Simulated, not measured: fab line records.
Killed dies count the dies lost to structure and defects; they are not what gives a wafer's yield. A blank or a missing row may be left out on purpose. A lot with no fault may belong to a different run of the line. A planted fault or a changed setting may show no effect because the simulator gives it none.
Chamber matching ; flow nandHarc ; 3 sister chambers for NHARC_A_CONTACT_DEP_85 on pecvd-02
The step deposits SiON, target thk 60 nm. 3 wafers are shown with their chamber, then 7 later ones without.

== WAFERS WITH THEIR CHAMBER ==
wafer;chamber;heaterPowerW (W)
L092.1;1;788
L092.4;2;784
L094.5;0;763

== WAFERS WITHOUT THEIR CHAMBER ==
wafer;heaterPowerW (W)
L094.6;653
L095.1;748
L095.3;735
L095.4;688
L097.1;726
L097.4;757
L097.6;736

== CHAMBER TAKEN BY EACH ==
wafer;from the rows above;in truth
L094.6;can't be placed: 0 or 2 or 1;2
L095.1;can't be placed: 0 or 2 or 1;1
L095.3;can't be placed: 0 or 2 or 1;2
L095.4;can't be placed: 0 or 2 or 1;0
L097.1;can't be placed: 0 or 2 or 1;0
L097.4;can't be placed: 0 or 2 or 1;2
L097.6;can't be placed: 0 or 2 or 1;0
Placed correctly: 0 of 7. Unplaceable from these rows: 7, with the true chamber sitting among the candidates in 7. 0 placed wrongly.
How it was worked out, from the rows above alone: a wafer's distance from a chamber is the root of the sum, over the readings, of the square of ((its reading less the chamber's mean) divided by the reading's scatter). The wafer belongs to the nearest chamber; if the next one is less than 2 further off, it can't be placed. The mean given for a chamber averages the wafers shown for that chamber. The scatter: root of mean squared gap, hidden wafer to nearest shown wafer, with one shown wafer a chamber.
